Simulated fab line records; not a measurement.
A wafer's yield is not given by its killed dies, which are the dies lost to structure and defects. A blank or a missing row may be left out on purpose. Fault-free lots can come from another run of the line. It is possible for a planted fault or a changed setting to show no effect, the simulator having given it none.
Struck lot and sound lot, side by side -- flow nandHarc -- 44 out of 1302 route steps
Sound: the wafers L177.1, L177.5, L177.6. Struck: wafer L187.3. (L187.2, L187.5 of the same lot were not struck and are left out.) The cause comes at the end.
At each step with rows: each side's tool, then ch and its chambers, then its first start. Under that, the readings that differ: sound wafers -- struck wafers -- difference of the means -- sigmas: that difference in standard deviations of wafers without a fault.
alike: a reading whose means differ by less than 2 such deviations, as well as words and numbers matching on both sides. not compared: withheld readings; readings where some wafer has no value; bounds like >300 that might hide an equal value; numbers whose values overlap and for which the record gives no deviation.
The two part at a step that has a row with sigmas, a row that says differs or no value, or rows on one side only. Non-overlapping numbers with no deviation appear without sigmas and do not part them. A reading that every wafer of one side lacks parts them only if that side has two wafers or more.

first, 7 steps without rows for these wafers: NHARC_P_GATE_HMDS_39 (time 30 s); NHARC_P_GATE_COAT_40; NHARC_P_GATE_SOFTBAKE_41 (time 95 s); NHARC_P_GATE_EBR_42; NHARC_P_GATE_EXPOSE_43 (exposes mask P NSD, target cd 720 nm); NHARC_P_GATE_PEB_44 (peb time 85 s); NHARC_P_GATE_DEVELOP_45 (time 70 s).
NHARC_P_GATE_CD_MEAS_46: the cd target is 720 nm.
  sound on cdSem-01 ch 0, day 6 22:31; struck on cdSem-01 ch 0, day 10 17:39
  alike: cdNm
then, 3 steps without rows for these wafers: NHARC_P_GATE_HARDBAKE_47 (time 80 s); NHARC_P_GATE_DESCUM_48 (chemistry O2, time 3 s); NHARC_P_GATE_IMPLANT_49.
NHARC_P_GATE_STRIP_111: strips in N2/H2, time 250 s.
  sound on plasmaAsher-02 ch 0,1, day 6 23:16; struck on plasmaAsher-01 ch 1, day 10 18:10
reading,sound,struck,difference,sigmas
heaterPowerW (W),91 91 100,74,-20,-2
  alike: drypumpMotorCurrentA
  not compared: rfHoursCounterH
NHARC_P_GATE_STRIP_75: strips in O2.
  sound on plasmaAsher-02 ch 0,1, day 6 23:32; struck on plasmaAsher-01 ch 1, day 10 18:28
  alike: drypumpMotorCurrentA, heaterPowerW
  not compared: rfHoursCounterH
then, 9 steps without rows for these wafers: NHARC_P_GATE_STRIP_50 (strips in SPM, time 900 s); NHARC_P_GATE_DEHYDRATE_51 (time 120 s); NHARC_P_GATE_HMDS_52 (time 30 s); NHARC_P_GATE_COAT_53; NHARC_P_GATE_SOFTBAKE_54 (time 95 s); NHARC_P_GATE_EBR_55; NHARC_P_GATE_EXPOSE_56 (exposes mask P PSD, target cd 720 nm); NHARC_P_GATE_PEB_57 (peb time 85 s); NHARC_P_GATE_DEVELOP_58 (time 70 s).
NHARC_P_GATE_CD_MEAS_59: the cd target is 720 nm.
  sound on cdSem-02 ch 0, day 7 00:26; struck on cdSem-02 ch 0, day 10 19:24
  alike: cdNm
then, 1 step without rows for these wafers: NHARC_P_GATE_HARDBAKE_60 (time 80 s).
NHARC_P_GATE_DESCUM_61: chemistry O2, time 3 s.
  sound on rieDiel-12 ch 0,1,3, day 7 00:38; struck on rieDiel-12 ch 3, day 10 19:34
  alike: drypumpMotorCurrentA, mfcArSccm, oesProductAu, rfVppV, showerheadPlenumPTorr, throttleValvePct
  not compared: rfHoursCounterH
following that, these wafers have no rows for 1 step: NHARC_P_GATE_IMPLANT_62.
NHARC_P_GATE_STRIP_112: strips in N2/H2, time 200 s.
  sound on plasmaAsher-02 ch 0,1, day 7 01:12; struck on plasmaAsher-01 ch 1, day 10 19:55
reading,sound,struck,difference,sigmas
heaterPowerW (W),91 92 97,75,-18,-2
  alike: drypumpMotorCurrentA
  not compared: rfHoursCounterH
then, 10 steps without rows for these wafers: NHARC_P_GATE_STRIP_76 (strips in O2); NHARC_P_GATE_STRIP_63 (strips in SPM, time 900 s); NHARC_P_GATE_DEHYDRATE_83 (time 120 s); NHARC_P_GATE_HMDS_84 (time 30 s); NHARC_P_GATE_COAT_85; NHARC_P_GATE_SOFTBAKE_86 (time 95 s); NHARC_P_GATE_EBR_87; NHARC_P_GATE_EXPOSE_88 (exposes mask P HVN, target cd 2000 nm); NHARC_P_GATE_PEB_89 (peb time 85 s); NHARC_P_GATE_DEVELOP_90 (time 70 s).
NHARC_P_GATE_CD_MEAS_91: the cd target is 2000 nm.
  sound on cdSem-01 ch 0, day 7 02:21; struck on cdSem-03 ch 0, day 10 21:06
  alike: cdNm
then, 1 step without rows for these wafers: NHARC_P_GATE_HARDBAKE_92 (time 80 s).
NHARC_P_GATE_DESCUM_93: chemistry O2, time 3 s.
  sound on rieDiel-12 ch 0,1, day 7 02:31; struck on rieDiel-12 ch 1, day 10 21:17
  alike: drypumpMotorCurrentA, mfcArSccm, oesProductAu, rfVppV, showerheadPlenumPTorr, throttleValvePct
  not compared: rfHoursCounterH
following that, these wafers have no rows for 1 step: NHARC_P_GATE_IMPLANT_94.
NHARC_P_GATE_STRIP_113: strips in N2/H2, time 740 s.
  sound on plasmaAsher-02 ch 0,1, day 7 02:52; struck on plasmaAsher-02 ch 1, day 10 21:45
  alike: drypumpMotorCurrentA, heaterPowerW
  not compared: rfHoursCounterH
NHARC_P_GATE_INSPECT_68:
  struck on defectInspect-02, day 11 00:31; sound on defectInspect-01, day 7 05:25
reading,sound,struck,difference,sigmas
rawDefectCount,195 231 191,1204,+998,+11
-- the record jumps here: 18 days lie between the struck wafers' starts before and after (it left off in module P_GATE and takes up again in module END, whose first step shown is number 1302 of the route) --
NHARC_END_SORT_01:
  only the struck wafers appear in the record here, on prober-02 ch 0 at day 29 09:49; the sound ones have no rows

== WHERE THEY PART ==
At NHARC_P_GATE_STRIP_111 first; at NHARC_END_SORT_01 last (within this record only).

WHY: what had been put in by the simulator
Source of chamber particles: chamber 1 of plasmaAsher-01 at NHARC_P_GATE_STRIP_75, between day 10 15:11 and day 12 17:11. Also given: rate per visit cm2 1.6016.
